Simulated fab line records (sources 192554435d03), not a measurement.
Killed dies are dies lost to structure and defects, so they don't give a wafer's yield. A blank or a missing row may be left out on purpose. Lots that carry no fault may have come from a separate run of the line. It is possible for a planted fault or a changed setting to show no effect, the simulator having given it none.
fab line records	flow n5_finfet
[record] lots = 3	wafers = 9	last_day = 18
route steps=1938 shown BEOL_M4@1099 BEOL_M5@1112 BEOL_M9@1405 PASSIVATION@1936
lots untouched by any fault: they come from a run of this same line in which no faults occurred
start_h: hours from the record's opening day to when the first of the lot's shown wafers began	wait_h: hours since the lot's step before	" unchanged from the row above	L1.1+2: several wafers, shown together as one row	- either no value or no given start	* or withheld: withheld	< > ~ a bound
route shown NAME@n: NAME is a module with steps in the file, n the number in the route of the first one	usual: the fault-free wafers' mean and standard deviation	same: alike in all rows	chamber/n: place in a boat	sites: per-site readings	_std_site: how widely they spread, as a standard deviation	_edge_site: outer sites' mean less inner sites'	radius_mm: how far each site lies from the wafer's centre	mask NAME#n: copy n	behind: the tool/chamber that last shaped the wafer	hold: reason for holding the lot/hours on hold/outcome of the hold	device: whichever transistor did not switch (one of n, p or np)	end of line: the same wafers' tests at the end of the route	for a step that has no rows: nothing shown but its recipe	killed: dies lost to structure and defects at the first sort, not the wafer's yield	map: the dies of a wafer, with x for killed, . for not killed, _ for no die there
set.NAME: setting as actually run; set.NAME@STEP: the setting as run at that earlier step	model.NAME: the simulator's own value behind a step, which no gauge read
lots at some steps of the route; a table a step, a row a wafer
services: a tool's chamber out of use, with start hour (start_h, from the record's first day; less than 0 if before it), hours out, and reason
[[steps]]
[step N5_BEOL_M4_ANNEAL_95]
[recipe] temp_c = 400	time_s = 240	ambient = vacuum
[step N5_BEOL_M4_SPUTTER_96]
[recipe] material = Cu	target_thk_a = 45	temp_c = -20	chamber_pressure_pa = 0.07	power_w = withheld	time_s = 8.29
[step N5_BEOL_M4_ECD_50]
[recipe] material = Cu	target_thk_a = 3000
[step N5_BEOL_M4_ANNEAL_51]
[recipe] temp_c = 225	time_s = 90	ambient = N2
[step N5_BEOL_M4_CMP_52]
[recipe] stop_on = SiOC	t_overpolish_s = 6.8	down_force_psi = 1	platen_rpm = 50	clearing_platen_down_force_psi = 1.5	clearing_platen_rpm = 50	post_cmp_clean = cu_alkaline	target_thk_nm = 40	clearing_platen_pad_velocity_m_s = 0.99484	pad_velocity_m_s = 0.99484
[step N5_BEOL_M4_PRE_CLEAN_60]
[recipe] gas = NH3/H2	time_s = 15	temp_c = *	rf_power_w = 300
[step N5_BEOL_M4_CO_CAP_55]
[recipe] material = Co	target_thk_a = 20	temp_c = 200	precursor = CCTBA/H2	pressure_torr = 30	time_s = 102.1
[step N5_BEOL_M4_PRE_CLEAN_56]
[recipe] gas = NH3	time_s = 15	temp_c = withheld	rf_power_w = 300
[step N5_BEOL_M4_DEP_57]
[recipe] material = SiCN	target_thk_a = 80	temp_c = withheld	precursor = 3MS/NH3	pressure_torr = 3	rf_w = 202	time_s = 14
[step N5_BEOL_M4_RC_MEAS_101]
[usual] DIBL_N = 36.2/1.5	DIBL_P = 36.4/2.1	IOFF_N = 0.16/0.031	IOFF_P = 0.21/0.037	ION_N = 679/11	ION_P = 465/7.7	SS_N = 71.4/0.55	SS_P = 73.2/0.63	VT_N = 249/3.3	VT_P = -250/3.4
lot.wafer	tool	chamber	start_h	wait_h	DIBL_N[mV/V]	DIBL_P[mV/V]	IOFF_N[nA/um]	IOFF_P[nA/um]	ION_N[uA/um]	ION_P[uA/um]	SS_N[mV/dec]	SS_P[mV/dec]	VT_N[mV]	VT_P[mV]
L997.1	prober-02	0	194.56	0.0	34.2	34.9	0.12	0.17	674	462	70.7	73.0	255	-255
L997.3	"	0	"	"	35.1	35.4	0.13	0.17	680	460	70.9	73.2	254	-251
L997.6	"	0	"	"	35.2	35.8	0.14	0.17	678	461	71.1	72.9	254	-255
L107.4	prober-02	0	258.80	0.5	34.1	34.3	0.14	0.18	687	463	70.2	72.9	249	-253
L107.5	"	0	"	"	35.4	36.4	0.17	0.22	691	470	71.6	73.1	246	-249
L107.6	"	0	"	"	36.7	37.5	0.19	0.23	684	460	71.6	73.4	247	-250
L115.1	prober-02	0	316.20	0.2	38.6	38.5	0.22	0.25	689	462	71.9	74.4	245	-247
L115.2	"	0	"	"	39.5	39.8	0.25	0.30	704	477	72.4	74.3	242	-244
L115.6	"	0	"	"	34.8	35.7	0.16	0.21	691	468	70.5	73.9	249	-249
[step N5_BEOL_M5_ILD_DEP_00]
[recipe] material = SiCOH_lowk	target_thk_a = 1406.4	temp_c = 300	precursor = DEMS/porogen	pressure_torr = 5	rf_w = 500	time_s = 25.9
[step N5_BEOL_M5_CURE_79]
[recipe] temp_c = 385	time_s = 240	ambient = He/Ar	material = SiCOH_lowk
[step N5_BEOL_M5_PECVD_70]
[recipe] material = SiO2	target_thk_a = 160	temp_c = 400	precursor = TEOS/O2	pressure_torr = 5.5	rf_w = 450	teos_flow_sccm = 53.8	gas = O2	flow_sccm = 3000	time_s = 18
[step N5_BEOL_M5_HM_DEP_02]
[recipe] material = TiN	target_thk_a = 200	temp_c = 25	chamber_pressure_pa = 0.49996
[step N5_BEOL_M5_COAT_59]
[recipe] resist = SOC	temp_c = 250	time_s = 60	spin_rpm = 1500	resist_thk_nm = 60
[step N5_BEOL_M5_COAT_60]
[recipe] resist = SiARC	temp_c = 220	time_s = 60	spin_rpm = 1500	resist_thk_nm = 12
[step N5_BEOL_M5_COAT_71]
[recipe] resist = underlayer	temp_c = 205	time_s = 60	spin_rpm = 1500	resist_thk_nm = 5
[step N5_BEOL_M5_COAT_05]
[recipe] resist = CAR-EUV	spin_rpm = 1500	resist_thk_nm = 30
[step N5_BEOL_M5_EBR_07]
[recipe] solvent = PGMEA	ebr_width_mm = 1.5
[step N5_BEOL_M5_SOFTBAKE_06]
[recipe] temp_c = 110	time_s = 60	resist = CAR-EUV
[step N5_BEOL_M5_EXPOSE_08]
[recipe] mask_id = M5	na = 0.33	source_shape = annular	sigma_inner = 0.4	sigma_outer = 0.8	polarization = unpolarized	target_cd_nm = 28	dose_mj = 35.75
[step N5_BEOL_M5_PEB_09]
[recipe] peb_temp_c = 100	peb_time_s = 60	resist = CAR-EUV
[step N5_BEOL_M5_DEVELOP_10]
[recipe] develop_time_s = 30	developer = TMAH	resist = CAR-EUV	rinse_liquid = surfactant_rinse	dry = air_spin	dev_temp_c = 23
[step N5_BEOL_M5_DESCUM_16]
[recipe] chemistry = O2	time_s = 7	source_power_w = 50	bias_power_w = 20	pressure_mtorr = 20	rf_frequency_hz = 2.712e+07	temp_c = 40	resist = CAR-EUV	o2_flow_sccm = 225
[step N5_BEOL_M5_ETCH_72]
[recipe] chemistry = N2/H2	target = underlayer	target_depth_a = 65	mask_material = CAR-EUV	time_s = 5.2	ion_energy_ev = 200	pressure_mtorr = 30	source_w = 840	bias_w = 150	n2_flow_sccm = 200	h2_flow_sccm = 200	ends = cleared
[step N5_BEOL_M5_ETCH_61]
[recipe] chemistry = CF4	target = SiARC	target_depth_a = 156	mask_material = CAR-EUV	time_s = 26	ion_energy_ev = 80	pressure_mtorr = 40	source_w = 545	bias_w = 36	Ar_flow_sccm = 100	cf4_flow_sccm = 100	ends = cleared
[step N5_BEOL_M5_ETCH_62]
[recipe] chemistry = N2/H2	target = SOC	target_depth_a = 750	overetch_a = 150	mask_material = SiARC	temp_c = 40	time_s = 112.5	ion_energy_ev = 200	pressure_mtorr = 30	source_w = 840	bias_w = 150	n2_flow_sccm = 200	h2_flow_sccm = 200
[step N5_BEOL_M5_STRIP_63]
[recipe] chemistry = N2/H2	temp_c = 40	n2_flow_sccm = 200	h2_flow_sccm = 200	rf_frequency_hz = 6e+07
[step N5_BEOL_M5_STRIP_73]
[recipe] chemistry = N2/H2	temp_c = 40	n2_flow_sccm = 200	h2_flow_sccm = 200	rf_frequency_hz = 6e+07
[step N5_BEOL_M5_STRIP_64]
[recipe] chemistry = CF4	resist = SiARC	power_w = 300	bias_power_w = 75	pressure_mtorr = 50	cf4_flow_sccm = 150	rf_frequency_hz = 6e+07
[step N5_BEOL_M5_HM_OPEN_17]
[recipe] chemistry = Cl2/BCl3	target_depth_a = 200	overetch_a = 60	target = TiN	mask_material = SOC	ion_energy_ev = 150	pressure_mtorr = 10	icp_w = 1000	bias_w = 126	Cl2_flow_sccm = 53.25	bcl3_flow_sccm = 21.75	Ar_flow_sccm = 25
[step N5_BEOL_M5_STRIP_19]
[recipe] chemistry = O2	power_w = 400	temp_c = 40	pressure_mtorr = 30	rf_frequency_hz = 6e+07	bias_power_w = 0	overash_fraction = 0.2	o2_flow_sccm = 225
[step N5_BEOL_M5_COAT_65]
[recipe] resist = SOC	temp_c = 250	time_s = 60	spin_rpm = 1500	resist_thk_nm = 60
[step N5_BEOL_M5_COAT_66]
[recipe] resist = SiARC	temp_c = 220	time_s = 60	spin_rpm = 1500	resist_thk_nm = 12
[step N5_BEOL_M9_HM_DEP_02]
[recipe] material = TiN	target_thk_a = 200	temp_c = 25	chamber_pressure_pa = 0.49996
[usual] susceptor_temp_C = 25.01/0.098	throttle_valve_pct = 30.1/0.84
lot.wafer	tool	chamber	start_h	wait_h	susceptor_temp_C	throttle_valve_pct	model.TiN_of_BEOL_M9_HM_DEP_02.thk_nm
L997.1	pvd_sputter-02	-	235.91	1.5	24.97	30.8	20
L997.3	"	-	"	"	24.91	29.8	20
L997.6	"	-	"	"	24.90	29.7	20
L107.4	pvd_sputter-02	-	300.10	1.6	24.95	31.8	19.6
L107.5	"	-	"	"	25.04	32.1	19.6
L107.6	"	-	"	"	24.97	29.8	27.8
L115.1	pvd_sputter-01	-	362.61	1.1	25.12	28.3	19.8
L115.2	"	-	"	"	25.13	29.9	19.8
L115.6	"	-	"	"	25.14	30.6	20.2
[step N5_BEOL_M9_HM_OPEN_17]
[recipe] chemistry = Cl2/BCl3	target_depth_a = 200	overetch_a = 60	target = TiN	mask_material = SOC	ion_energy_ev = 150	pressure_mtorr = 10	icp_w = 1000	bias_w = 126	Cl2_flow_sccm = 53.25	bcl3_flow_sccm = 21.75	Ar_flow_sccm = 25
[usual] drypump_motor_current_A = 6.1/0.47	oes_ar_750_au = 0.77/0.077	oes_product_au = 0.67/0.064	throttle_valve_pct = 22.23/0.21
lot.wafer	tool	chamber	start_h	wait_h	drypump_motor_current_A	oes_ar_750_au	oes_product_au	rf_hours_counter_h	throttle_valve_pct	model.etch.depth_nm
L997.1	rie_metal-02	0	236.68	0.0	6.0	0.99	0.84	0	22.18	20.07
L997.3	"	0	"	"	6.0	0.99	0.84	-	22.17	20.01
L997.6	"	1	"	"	6.1	0.76	0.64	-	21.98	19.93
L107.4	rie_metal-02	1	300.99	0.1	6.1	0.74	0.63	-	22.01	19.58
L107.5	"	1	"	"	6.1	0.75	0.63	-	21.99	19.7
L107.6	"	0	"	"	6.0	0.93	0.92	-	21.97	26.29
L115.1	rie_metal-02	0	363.69	0.0	6.0	0.90	0.76	12	22.21	19.89
L115.2	"	1	"	"	6.1	0.73	0.62	55	22.01	19.87
L115.6	"	0	"	"	6.0	0.90	0.76	-	22.20	20.11
[step N5_BEOL_M9_TRENCH_ETCH_37]
[recipe] chemistry = C4F6/O2	target_depth_a = 1514.3	target = SiCOH_lowk	time_s = 49	ion_energy_ev = 250	pressure_mtorr = 30	source_w = 345	bias_w = 185	Ar_flow_sccm = 300	C4F6_flow_sccm = 10	O2_flow_sccm = 10
[usual] O2_flow_sccm = 10.000/0.03	drypump_motor_current_A = 5.6/0.41	oes_ar_750_au = 0.80/0.066	oes_product_au = 0.80/0.071	rf_vpp_V = 666/9.1	showerhead_plenum_p_Torr = 2.88/0.12	throttle_valve_pct = 20.94/0.25
lot.wafer	tool	chamber	start_h	wait_h	O2_flow_sccm	drypump_motor_current_A	oes_ar_750_au	oes_product_au	rf_hours_counter_h	rf_vpp_V	showerhead_plenum_p_Torr	throttle_valve_pct	model.TiN_of_BEOL_M9_HM_DEP_02.thk_nm
L997.1	rie_diel-05	3	-	-	9.942	5.1	0.71	0.69	233	655	2.69	21.03	16
L997.3	"	1	"	"	9.928	5.5	0.75	0.75	151	669	2.73	20.95	16
L997.6	"	0	"	"	10.000	5.8	0.86	0.86	-	661	2.75	20.71	15.8
L107.4	rie_diel-04	2	-	-	10.030	5.7	0.68	0.67	242	669	2.68	21.19	15.4
L107.5	"	1	"	"	9.977	6.0	0.69	0.68	-	672	2.92	20.96	15.6
L107.6	"	0	"	"	10.038	6.3	0.81	0.79	-	652	2.88	21.28	23.6
L115.1	rie_diel-05	1	-	-	9.992	5.5	0.72	0.71	189	666	2.71	21.03	15.8
L115.2	"	0	"	"	10.048	5.8	0.81	0.82	89	659	2.74	20.74	15.8
L115.6	"	1	"	"	10.009	5.5	0.72	0.72	-	666	2.71	21.02	16
[step N5_BEOL_M9_OCD_MEAS_38]
[usual] trench_depth_nm = 150.7/2.5
lot.wafer	tool	chamber	start_h	wait_h	trench_depth_nm
L997.1	ocd-01	-	239.50	-	148.8
L997.3	"	-	"	"	146.7
L997.6	"	-	"	"	148.6
L107.4	ocd-02	-	302.92	-	148.5
L107.5	"	-	"	"	149.3
L107.6	"	-	"	"	127.6
L115.1	ocd-02	-	366.22	-	145.9
L115.2	"	-	"	"	149.3
L115.6	"	-	"	"	147.9
[step N5_PASSIVATION_PROBE_49]
[usual] defect_limited_yield = 91.3/1.3	killed_at_M0_to_M3 = 36/12	killed_at_M4_up = 13/4.6	killed_at_contacts = 13/5.4	killed_at_front_end = 37/10	killed_at_other = 3.6/2.9	killed_dies = 102/15	killed_on_rim = 13/4	killed_open = 67/12	killed_short = 33/7.5	sort_bin_5_function = 5.1/0.93	sort_bin_6_memory = 3.2/0.62	sort_bin_8_speed = 0.00/0.01	sort_n_pass = 1078/15	sort_yield_pct = 91.3/1.3
[same] gross_dies = 1180	killed_at_back_side = 0	sort_bin_4_leakage[%] = 0
lot.wafer	tool	chamber	start_h	wait_h	defect_limited_yield[%]	killed_at_M0_to_M3	killed_at_M4_up	killed_at_contacts	killed_at_front_end	killed_at_other	killed_dies	killed_on_rim	killed_open	killed_short	sort_bin_5_function[%]	sort_bin_6_memory[%]	sort_bin_8_speed[%]	sort_n_pass	sort_yield_pct[%]
L997.1	prober-01	-	302.86	0.0	89.9	33	11	15	47	13	119	17	82	37	6.4	3.3	0	1061	89.9
L997.3	prober-01	-	302.96	0.1	91.2	22	10	8	60	4	104	14	73	30	5.2	3.3	0	1076	91.2
L997.6	prober-01	-	303.11	0.3	90.8	27	14	9	54	5	109	16	80	28	5.3	3.7	0	1071	90.8
L107.4	prober-01	-	365.47	0.2	91.1	32	20	12	39	2	105	6	75	28	5.8	2.7	0	1075	91.1
L107.5	prober-01	-	365.52	0.2	90.8	42	17	10	33	6	108	19	65	41	6.1	2.6	0	1072	90.8
L107.6	prober-01	-	365.57	0.3	76.6	34	199	6	36	1	276	75	56	31	20.3	2.9	0	904	76.6
// killed by level:class
L997.1 MOL_CONTACT_COAG:geometric_particle:open=12 STI_FIN_REVEAL:geometric_particle:open=11 FIN_SAQP:geometric_particle:open=9 BEOL_M1:geometric_particle:open=8 BEOL_M3:geometric_particle:open=7 GATE_CUT:geometric_particle:short=6 BEOL_M0:geometric_particle:open=6 FIN_SAQP:geometric_particle:short=5
L997.3 STI_FIN_REVEAL:geometric_particle:open=20 BEOL_M1:geometric_particle:open=8 STI_FIN_REVEAL:geometric_particle:short=6 MOL_CONTACT_COAG:geometric_particle:open=6 FIN_SAQP:geometric_particle:open=5 FIN_SAQP:geometric_particle:short=5 BEOL_M4:geometric_particle:open=4 SPACER0:geometric_particle:open=4
L997.6 STI_FIN_REVEAL:geometric_particle:open=25 BEOL_M3:geometric_particle:open=9 BEOL_M4:geometric_particle:open=9 MOL_CONTACT_COAG:geometric_particle:open=7 FIN_SAQP:geometric_particle:open=6 FIN_SAQP:geometric_particle:short=5 STI_FIN_REVEAL:geometric_particle:short=5 BEOL_M0_SAQP:geometric_particle:open=4
L107.4 BEOL_M4:geometric_particle:open=10 STI_FIN_REVEAL:geometric_particle:open=10 MOL_CONTACT_COAG:geometric_particle:open=8 BEOL_M1:geometric_particle:open=7 GATE_CUT:geometric_particle:short=6 BEOL_M3:geometric_particle:open=6 DUMMY_GATE:geometric_particle:open=5 BEOL_M2:geometric_particle:open=5
L107.5 BEOL_M0_SAQP:geometric_particle:short=12 MOL_CONTACT_COAG:geometric_particle:open=9 BEOL_M0_SAQP:geometric_particle:open=9 STI_FIN_REVEAL:geometric_particle:open=8 GATE_CUT:geometric_particle:short=6 BEOL_M2:geometric_particle:open=6 GATE_CUT:geometric_particle:open=4 MIM_TOP:geometric_particle:short=4
L107.6 BEOL_M9:area_open=187 STI_FIN_REVEAL:geometric_particle:open=8 BEOL_M2:geometric_particle:open=7 BEOL_M3:geometric_particle:open=7 BEOL_M4:geometric_particle:open=7 BEOL_M0:geometric_particle:open=6 GATE_CUT:geometric_particle:short=5 FIN_SAQP:geometric_particle:short=4
// map L107.6 (x killed, . not)
_________________x....xxxx..x________________
______________...x.x..x...xx.x.x_____________
___________.x..xx..x.x..x....x..xx.__________
__________x...xx..xxx..............._________
________x.x..x.xx.........x......x...._______
_______x...x....xx.......x.............______
______x.xx.....xx...........x..........._____
_____x..x.x....x..x................xx..x.____
____.xxxx...x.x..x...............x.....x.x___
___x.xxxxx..................x..............__
___xxxxxx........x.x.......................__
__xxxxx...x....x.xx........................._
__xxxx.xx....................x..x..........._
_xxxx................x....................xxx
_xxxx...........x......x................x....
_xxx..x..x....x...x..........................
_xxxxx.x........x...........x..............x.
_xxxx..............................x.x.x.....
_xx.xxxx...........x.........x.x.......x.x...
_.xxxx...x...x..xx.........................x.
_.x........x...............x.................
__xx.x...x.....x....x..........x.x.....xxx.._
__x.x..xx...............................x.x._
___xx.x...x.......x........................__
___x.x................x....................__
____x.x...x..xx.......x.x..............x..___
_____x.x.x.x.x.x.......................x.____
______xxx..x...............x.....x......_____
_______.xx.xxxx.x.............x.x...x..______
________xxxxxxxxx........x....x.x....._______
__________xxxxxxxxxx.....x.....x..xx_________
___________xxxxxxxxx.x....x.....x.x__________
______________xxxxxxxx.xxxxx.x.x_____________
_________________xxxxxxxxx...________________
// map L997.1 (x killed, . not)
_________________............________________
______________x..........x..x..._____________
___________...........x......xx....__________
__________.x........................_________
________..............x..............._______
_______...............x.x..........x..x______
______...x........x...xx................_____
_____.................................x..____
____..x....x...x.x...x.....x......x.......___
___........................x.........xx....__
___..............x...........x.............__
__..................................x......._
__.x.......x.......x........x..............._
_.x...........x.........x..x.......x..xx....x
_..............x........................x....
_.....x......x.......x................x......
_x....x.....x..........x.....................
_.........x.......x.......x..................
_........................x..x...x............
_x..x..xx......x.x.x......x..x.....x.........
_.......x...x.............................xx.
__.x.....x.x.....................x.....x...._
__.x...........x...........x......x......x.._
___...x........x.......x..x................__
___.....x.x.x...........x.......x.x...x....__
____.x...........x.x..xx.............x..x.___
_____........x...................x.......____
______.....x..........................x._____
_______..x.......xx.........x..........______
________..xx.......x.................._______
__________.......x...........x......_________
___________....x.x..x..............__________
______________...............xx._____________
_________________........x...________________
[[services]]
tool	chamber	start_h	hours	kind
pvd_sputter-01	-	291.75	1.0	repair
rie_diel-05	-	292.30	4.3	pm
rie_diel-05	3	304.59	-	clean
rie_diel-05	3	304.59	-	consumable_replace:focus_ring
rie_diel-05	3	304.59	-	consumable_replace:showerhead
rie_diel-05	3	304.59	17.8	scheduled_down
rie_diel-05	3	304.59	17.8	vent_cycle
rie_diel-04	1	306.90	-	clean
rie_diel-04	1	306.90	-	consumable_replace:focus_ring
rie_diel-04	1	306.90	17.6	scheduled_down
rie_diel-04	1	306.90	17.6	vent_cycle
rie_diel-04	2	324.51	-	clean
rie_diel-04	2	324.51	-	consumable_replace:focus_ring
rie_diel-04	2	324.51	-	consumable_replace:showerhead
rie_diel-04	2	324.51	18.1	scheduled_down
rie_diel-04	2	324.51	18.1	vent_cycle
rie_metal-02	-	325.93	4.3	pm
rie_diel-04	3	339.73	5.7	repair
[[key]]
[first_sign] step = N5_BEOL_M9_HM_OPEN_17	reading = oes_product_au	direction = up	sigmas = 4	usual = 0.67	struck = 0.92
[effect] step = N5_BEOL_M9_OCD_MEAS_38	reading = trench_depth_nm	direction = down	sigmas = 9.3	usual = 150.7	struck = 127.6
[effect] step = N5_PASSIVATION_PROBE_49	reading = killed_at_M4_up	direction = up	sigmas = 41	usual = 13	struck = 199
[model_effect] step = N5_BEOL_M9_HM_DEP_02	value = TiN_of_BEOL_M9_HM_DEP_02.thk_nm	without = 19.8	struck = 27.8
[model_effect] step = N5_BEOL_M9_HM_OPEN_17	value = etch.depth_nm	without = 19.82	struck = 26.29
[model_effect] step = N5_BEOL_M9_TRENCH_ETCH_37	value = TiN_of_BEOL_M9_HM_DEP_02.thk_nm	without = 15.8	struck = 23.6
[more_kills_born_at] N5_BEOL_M9_HM_OPEN_17@rie_metal-02 = 187
met_at N5_BEOL_M9_HM_DEP_02
struck_wafers L107.6
[fault] kind = process_parameter_drift	tool = pvd_sputter-02	chamber = -	onset_h = 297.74	steps = N5_BEOL_M9_HM_DEP_02	channel = target_thk_a	offset = *	shape = step	end_h = 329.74	acts_in = *	stated = *	scope = struck_wafers_only
